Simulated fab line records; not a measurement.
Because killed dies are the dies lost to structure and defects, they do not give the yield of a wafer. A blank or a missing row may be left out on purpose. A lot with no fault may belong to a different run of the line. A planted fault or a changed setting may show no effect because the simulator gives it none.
Comparing a struck lot with a sound one || flow nandHarc || 14 steps out of a route of 1159
Sound: the wafers L904.2, L904.5, L904.6. Struck: wafer L921.4. (L921.3 of the same lot was not struck and is left out.) The cause comes at the end.
For every step that has rows: the tool of each side, followed by ch and its chambers, followed by its first start. Under that, the readings that differ: sound wafers || struck wafers || difference of the means || sigmas: that difference in standard deviations of wafers without a fault.
alike: same words and numbers on both sides, and readings whose means sit less than 2 such deviations apart. not compared: any withheld reading, any reading some wafer has no value for, any bound like >300 that may hide the same value, and any number with overlapping values for which the record gives no deviation.
Wherever a step has rows on one side only, a row that says differs or no value, or a row with sigmas, the two part there. Non-overlapping numbers with no deviation appear without sigmas and do not part them. A reading missing from all wafers of one side parts the sides only when that side holds two or more wafers.

first, 2 steps without rows for these wafers: NHARC_A_SOURCE_PLATE_CVD_03 (deposits poly-Si, target thk 200 nm, time 4000 s); NHARC_A_SOURCE_PLATE_ANNEAL_05 (time 1800 s).
NHARC_A_SOURCE_PLATE_THK_MEAS_06: measures by ellipsometry.
  struck on filmMetro-01, day 12 18:00; sound on filmMetro-02, day 8 05:32
  alike: thkNm
NHARC_A_SOURCE_PLATE_INSPECT_08:
  struck on defectInspect-01, day 12 18:07; sound on defectInspect-02, day 8 05:37
  alike: rawDefectCount
then NHARC_A_ONON_D1_DEP_00 (target thk 1000 nm), 1 step lacking rows for these wafers.
NHARC_A_ONON_D1_THK_MEAS_02: measures by ellipsometry.
  struck on filmMetro-01, day 12 18:41; sound on filmMetro-01, day 8 06:12
  alike: thkNm
then NHARC_A_ONON_D1_DEP_03 (target thk 1000 nm), 1 step lacking rows for these wafers.
NHARC_A_ONON_D1_THK_MEAS_05: measures by ellipsometry.
  struck on filmMetro-02, day 12 19:14; sound on filmMetro-01, day 8 06:46
  alike: thkNm
then NHARC_A_ONON_D1_DEP_06 (target thk 1000 nm), 1 step lacking rows for these wafers.
NHARC_A_ONON_D1_THK_MEAS_08: measures by ellipsometry.
  struck on filmMetro-02, day 12 19:49; sound on filmMetro-01, day 8 07:20
{"reading": "thkNm (nm)", "sound": "1000 999 1001", "struck": 973, "difference": -27, "sigmas": -3}
NHARC_A_ONON_D1_DEP_09: target thk 1000 nm.
  sound on pecvdOnon-01 ch 0, day 8 07:26; struck on pecvdOnon-02 ch 0, day 12 19:59
NHARC_A_ONON_D1_THK_MEAS_11: measures by ellipsometry.
  struck on filmMetro-02, day 12 20:23; sound on filmMetro-01, day 8 07:53
{"reading": "thkNm (nm)", "sound": "1006 1005 1005", "struck": 809, "difference": -196, "sigmas": -16}
then, 2 steps without rows for these wafers: NHARC_A_ONON_D1_DEP_12 (target thk 1000 nm); NHARC_END_SORT_01.

== WHERE THEY PART ==
Earliest at NHARC_A_ONON_D1_THK_MEAS_08; latest, in this record, at NHARC_A_ONON_D1_THK_MEAS_11.

WHY: what the simulator had put in
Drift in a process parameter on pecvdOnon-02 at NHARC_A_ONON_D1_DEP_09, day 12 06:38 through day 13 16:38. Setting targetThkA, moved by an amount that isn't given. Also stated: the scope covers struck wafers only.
